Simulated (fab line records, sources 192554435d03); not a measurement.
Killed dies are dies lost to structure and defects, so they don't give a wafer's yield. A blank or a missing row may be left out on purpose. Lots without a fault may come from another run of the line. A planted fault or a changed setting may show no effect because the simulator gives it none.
Split-lot experiment | flow n5_finfet | 7 lots, 39 wafers read, on a route of 1938 steps

THE SPLIT
At N5_SD_EPI_N_ETCH_16 (etches SiO2 in CHF3/O2, target depth 5 nm), the setting target_depth_a was moved away from the recipe's 50 angstrom on 12 of the 39 wafers read, by -56.1% to +51.7%. The other wafers ran this setting at the recipe's value.

The reading is taken at the split's own step.

THE READING
etch.depth_nm (the simulator's own value, which no gauge read), in nm, at N5_SD_EPI_N_ETCH_16 (etches SiO2 in CHF3/O2, target depth 5 nm). The file gives no usual value for it. The 27 wafers here that ran the recipe average 4.988 nm, standard deviation 0.077 nm.

wafer  | tool, chamber at the split | target_depth_a as run, angstrom | against the recipe | etch.depth_nm, nm | against lot-mates on the recipe
L075.1 | rie_diel-03, 1             | 50                              | recipe             | 5.087             | -
L075.2 | rie_diel-03, 2             | 50                              | recipe             | 4.973             | -
L075.3 | rie_diel-03, 0,2           | 50                              | recipe             | 4.971             | -
L075.6 | rie_diel-03, 0,2           | 50                              | recipe             | 4.971             | -
L075.4 | rie_diel-03, 0             | 50                              | recipe             | 4.989             | -
L075.5 | rie_diel-03, 1             | 50                              | recipe             | 5.159             | -
L078.1 | rie_diel-04, 2             | 50                              | recipe             | 4.948             | -
L078.2 | rie_diel-04, 1             | 50                              | recipe             | 5.04              | -
L078.3 | rie_diel-04, 3             | 50                              | recipe             | 5.013             | -
L078.4 | rie_diel-04, 0             | 50                              | recipe             | 4.829             | -
L078.5 | rie_diel-04, 2             | 50                              | recipe             | 4.91              | -
L078.6 | rie_diel-04, 3             | 50                              | recipe             | 5.004             | -
L081.1 | rie_diel-04, 2             | 50                              | recipe             | 4.946             | -
L081.2 | rie_diel-04, 3             | 21.97                           | -56.1%             | 2.189             | -2.711
L081.3 | rie_diel-04, 1             | 21.97                           | -56.1%             | 2.23              | -2.670
L081.4 | rie_diel-04, 0             | 50                              | recipe             | 4.85              | -
L081.5 | rie_diel-04, 2             | 50                              | recipe             | 4.903             | -
L081.6 | rie_diel-04, 1             | 21.97                           | -56.1%             | 2.227             | -2.673
L089.1 | rie_diel-04, 1             | 50                              | recipe             | 5.061             | -
L089.2 | rie_diel-04, 3             | 50                              | recipe             | 5.025             | -
L089.3 | rie_diel-04, 2             | 69.71                           | +39.4%             | 6.927             | +1.881
L089.4 | rie_diel-04, 3             | 69.71                           | +39.4%             | 7.005             | +1.959
L089.5 | rie_diel-04, 1             | 50                              | recipe             | 5.052             | -
L089.6 | rie_diel-04, 2             | 69.71                           | +39.4%             | 6.967             | +1.921
L092.3 | rie_diel-03, 3             | 50                              | recipe             | 5.097             | -
L092.4 | rie_diel-03, 0             | 50                              | recipe             | 4.954             | -
L092.5 | rie_diel-03, 3             | 50                              | recipe             | 5.131             | -
L093.1 | rie_diel-04, 2             | 25.68                           | -48.6%             | 2.508             | -2.435
L093.2 | rie_diel-04, 1             | 25.68                           | -48.6%             | 2.569             | -2.374
L093.3 | rie_diel-04, 3             | 50                              | recipe             | 4.917             | -
L093.4 | rie_diel-04, 3             | 50                              | recipe             | 4.957             | -
L093.5 | rie_diel-04, 1             | 50                              | recipe             | 4.955             | -
L093.6 | rie_diel-04, 2             | 25.68                           | -48.6%             | 2.51              | -2.433
L095.1 | rie_diel-04, 2             | 75.84                           | +51.7%             | 7.546             | +2.565
L095.2 | rie_diel-04, 1             | 50                              | recipe             | 4.997             | -
L095.3 | rie_diel-04, 3             | 75.84                           | +51.7%             | 7.59              | +2.609
L095.4 | rie_diel-04, 3             | 50                              | recipe             | 5.01              | -
L095.5 | rie_diel-04, 2             | 50                              | recipe             | 4.936             | -
L095.6 | rie_diel-04, 1             | 75.84                           | +51.7%             | 7.569             | +2.588
Where a row lists several chambers, the file gives one row for several wafers and doesn't say which wafer went through which chamber.

THE FIT
A straight line over all 39 wafers: etch.depth_nm changes by +0.05 nm for each +1% of target_depth_a; r = +1.00; the points scatter about the line by 0.068 nm.
The same after taking each lot's own level away (the mean of its wafers on the recipe; 39 wafers): +0.049 nm for each +1%; r = +1.00; scatter 0.057 nm.
On that fit, the largest move of target_depth_a shifts the reading by 2.7 nm.
The lots' own levels span 4.8997 to 5.0607 nm, that is 2.1 times the standard deviation above.
So the lot-to-lot level changes the slope little: the two slopes agree.
Check: with one of the wafers moved furthest among these (-56.1%) left out of the fit, the line predicts -2.75 nm for it against its lot-mates. It came out at -2.71 nm against them.

OTHER SPLITS ON THESE WAFERS
These wafers also went through other splits before the reading. Each is held against what the fit with the lots' levels taken away leaves over:
other split on the same wafers    | wafers away from the commonest value | r with etch.depth_nm (lot level and that fit taken away)
N5_ZERO_LAYER_PECVD_02 time_s     | 15                                   | +0.20
N5_DUMMY_GATE_CVD_03 target_thk_a | 24                                   | +0.24

THE FILE'S OWN FIT
etch.depth_nm changes by +0.049 nm for each +1% of target_depth_a, r = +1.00.
